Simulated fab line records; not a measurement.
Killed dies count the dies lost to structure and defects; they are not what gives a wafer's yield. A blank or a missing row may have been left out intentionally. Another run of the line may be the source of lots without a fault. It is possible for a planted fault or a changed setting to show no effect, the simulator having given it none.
One fault through the eyes of 3 desks | flow n5 finfet | each desk has only its own numbers; what lay behind them comes last

METROLOGY DESK
What the gauges read for every lot (on any tool): the sampled wafers with a number, averaged. If a lot's mean is further than 4 standard deviations from the usual mean, the lot is out of limits and carries the mark OUT (the distance appears in the brackets). Readings shown: 7 of its 12, picked as those furthest out on some lot.
Columns: A = cd nm at N5_BEOL_M0_SAQP_CD_MEAS_40, usual 29.86 nm; B = M0_CUT1_OVL at N5_BEOL_M0_SAQP_OVL_MEAS_41, usual -0.3 nm; C = DIBL_N at N5_BEOL_M4_RC_MEAS_101, usual 35.8 mV/V; D = IOFF_N at N5_BEOL_M4_RC_MEAS_101, usual 0.150 nA/um; E = ION_N at N5_BEOL_M4_RC_MEAS_101, usual 667 uA/um; F = ION_P at N5_BEOL_M4_RC_MEAS_101, usual 456 uA/um; G = SS_N at N5_BEOL_M4_RC_MEAS_101, usual 71.4 mV/dec
lot  | first seen here | A     | B    | C    | D     | E   | F   | G
L171 | day 5 19:35     | 29.97 | -0.5 | 36.3 | 0.146 | 662 | 453 | 71.5
L173 | day 6 11:16     | 30.30 | -0.2 | 36.9 | 0.160 | 666 | 455 | 71.3
L183 | day 9 01:37     | 30.03 | 0.5  | 34.3 | 0.127 | 656 | 453 | 70.7
L185 | day 9 09:07     | 29.65 | 0.3  | 38.3 | 0.197 | 678 | 456 | 72.5
L187 | day 9 19:34     | 30.09 | -1.9 | 35.7 | 0.143 | 650 | 449 | 71.6
L188 | day 9 22:21     | 29.83 | -0.5 | 37.0 | 0.154 | 664 | 455 | 71.2
L189 | day 10 06:58    | 29.92 | -0.4 | 36.3 | 0.153 | 663 | 448 | 72.1
Finding of this desk: none of the 7 lots has anything out of limits.

THE DEFECT DESK
Per lot, the means of the sampled wafers with a number show what the inspections along the route counted. If a lot's mean is further than 4 standard deviations from the usual mean, the lot is out of limits and carries the mark OUT (the distance appears in the brackets).
Columns: A = raw defect count at N5_BEOL_M0_SAQP_INSPECT_42, usual 295
lot  | first seen here | A
L171 | day 5 19:41     | 301
L173 | day 6 11:21     | 206
L183 | day 9 01:41     | 356
L185 | day 9 09:12     | 348
L187 | day 9 19:39     | 272
L188 | day 9 22:26     | 418
L189 | day 10 07:02    | 308
Finding of this desk: none of the 7 lots has anything out of limits.

THE TOOL OWNER'S DESK: rie diel-02
The tool's own readings at N5_BEOL_M0_SAQP_CUT_ETCH_46 (etches SOC in N2/H2, target depth 135 nm, overetch 27 nm, time 202.5 s): means of the sampled wafers that have a number, for each lot that ran on this tool. If a lot's mean is further than 4 standard deviations from the usual mean, the lot is out of limits and carries the mark OUT (the distance appears in the brackets).
Columns: A = drypump motor current A at N5_BEOL_M0_SAQP_CUT_ETCH_46, usual 5.8 A; B = rf vpp V at N5_BEOL_M0_SAQP_CUT_ETCH_46, usual 523.9 V; C = showerhead plenum p Torr at N5_BEOL_M0_SAQP_CUT_ETCH_46, usual 2.54 Torr; D = throttle valve pct at N5_BEOL_M0_SAQP_CUT_ETCH_46, usual 17.95 %
lot  | first seen here | A   | B     | C    | D
L183 | day 9 01:49     | 5.7 | 525.2 | 2.58 | 17.88
L187 | day 9 19:55     | 5.7 | 526.3 | 2.62 | 18.01
L188 | day 9 22:41     | 6.1 | 525.3 | 2.62 | 17.76
L189 | day 10 07:19    | 6.4 | 527.4 | 2.68 | 17.62
Finding of this desk: none of the 4 lots has anything out of limits.

BROUGHT TOGETHER
The metrology desk saw nothing out of limits.
Nothing the defect desk looked at was out of limits.
Nothing out of limits was seen by the tool owner's desk.

WHAT THE SIMULATOR PUT IN
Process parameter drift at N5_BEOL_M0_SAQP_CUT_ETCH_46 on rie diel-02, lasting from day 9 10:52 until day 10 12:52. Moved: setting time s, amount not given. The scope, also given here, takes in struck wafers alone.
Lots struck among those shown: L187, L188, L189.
